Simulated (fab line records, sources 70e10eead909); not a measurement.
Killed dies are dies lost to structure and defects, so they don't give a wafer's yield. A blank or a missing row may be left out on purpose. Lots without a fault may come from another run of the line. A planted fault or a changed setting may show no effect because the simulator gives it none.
Tool commonality check | flow nand_harc | 14 lots, 40 wafers sampled

WHY IT WAS OPENED
At NHARC_A_ONON_D1_THK_MEAS_30 the reading thk_nm is flagged on 2 of 14 lots. Wafers without a fault read 999 nm, standard deviation 11.
Rule: a lot is flagged when every wafer of it that has a number lies more than 4 standard deviations from that mean, or none has a number. The other lots count as sound.

lot  | measured     | on            | thk_nm (nm), wafer by wafer | flag
L773 | day 8 19:01  | film_metro-02 | 981 979 982                 |
L775 | day 9 14:47  | film_metro-01 | 983 983 982                 |
L776 | day 10 07:35 | film_metro-02 | 1004 1006 1003              |
L779 | day 11 08:50 | film_metro-02 | 1009 1009 1008              |
L781 | day 11 23:40 | film_metro-02 | 1561 1561                   | FLAGGED
L783 | day 13 01:47 | film_metro-02 | 1560 1561                   | FLAGGED
L786 | day 14 06:26 | film_metro-02 | 992 991 991                 |
L788 | day 14 22:52 | film_metro-01 | 1000 999 1001               |
L791 | day 15 23:56 | film_metro-01 | 1002 1004 1004              |
L790 | day 15 23:56 | film_metro-02 | 1003 1003 1004              |
L792 | day 16 16:40 | film_metro-01 | 1005 1005 1006              |
L793 | day 17 02:05 | film_metro-01 | 1013 1011 1013              |
L794 | day 17 12:54 | film_metro-01 | 979 979 978                 |
L795 | day 17 21:33 | film_metro-01 | 1007 1006 1005              |
The numbers of the flagged lots are 1561 nm on average: +562 nm against the usual, or +51 standard deviations.

WHICH TOOL RAN EACH LOT
The record holds 1 process step before the reading, out of a route of 1302 steps. In each cell: the tool, then ch and the chambers that the sampled wafers went through, then the start.
lot  | flag    | NHARC_A_ONON_D1_DEP_28
L773 |         | pecvd_onon-01 ch 0, day 8 18:34
L775 |         | pecvd_onon-03 ch 0, day 9 14:23
L776 |         | pecvd_onon-04 ch 0, day 10 07:08
L779 |         | pecvd_onon-04 ch 0, day 11 08:19
L781 | FLAGGED | pecvd_onon-01 ch 0, day 11 23:20
L783 | FLAGGED | pecvd_onon-01 ch 0, day 13 01:27
L786 |         | pecvd_onon-03 ch 0, day 14 05:58
L788 |         | pecvd_onon-04 ch 0, day 14 22:22
L791 |         | pecvd_onon-04 ch 0, day 15 23:25
L790 |         | pecvd_onon-03 ch 0, day 15 23:26
L792 |         | pecvd_onon-01 ch 0, day 16 16:10
L793 |         | pecvd_onon-04 ch 0, day 17 01:34
L794 |         | pecvd_onon-01 ch 0, day 17 12:31
L795 |         | pecvd_onon-03 ch 0, day 17 21:02
What these steps do:
- NHARC_A_ONON_D1_DEP_28: target thk 1000 nm.
- NHARC_A_ONON_D1_THK_MEAS_30: measures by ellipsometry.

FLAGGED OVER TOTAL, TOOL BY TOOL (the gauges that took the reading come last)
step                        | tool          | lots run | flagged | share of the flagged lots | sound lots run after its first flagged lot
NHARC_A_ONON_D1_DEP_28      | pecvd_onon-01 | 5        | 2       | all                       | 2 (L792,L794)
NHARC_A_ONON_D1_DEP_28      | pecvd_onon-03 | 4        | 0       | none                      | -
NHARC_A_ONON_D1_DEP_28      | pecvd_onon-04 | 5        | 0       | none                      | -
NHARC_A_ONON_D1_THK_MEAS_30 | film_metro-01 | 7        | 0       | none                      | -
NHARC_A_ONON_D1_THK_MEAS_30 | film_metro-02 | 7        | 2       | all                       | 2 (L786,L790)

WHAT THE TABLE ALLOWS
2 rows of the table ran every flagged lot: pecvd_onon-01 at NHARC_A_ONON_D1_DEP_28, film_metro-02 at NHARC_A_ONON_D1_THK_MEAS_30.
- pecvd_onon-01 at NHARC_A_ONON_D1_DEP_28: 2 of its 5 lots flagged. Sound lots ran on it after the first flagged one (L792, L794), which a lasting fault on the whole tool wouldn't allow.
- film_metro-02 at NHARC_A_ONON_D1_THK_MEAS_30: 2 of its 7 lots flagged. Sound lots ran on it after the first flagged one (L786, L790), which a lasting fault on the whole tool wouldn't allow.
No row of the table ran every flagged lot and no sound lot after the first.

WHAT THE SIMULATOR HAD PUT IN
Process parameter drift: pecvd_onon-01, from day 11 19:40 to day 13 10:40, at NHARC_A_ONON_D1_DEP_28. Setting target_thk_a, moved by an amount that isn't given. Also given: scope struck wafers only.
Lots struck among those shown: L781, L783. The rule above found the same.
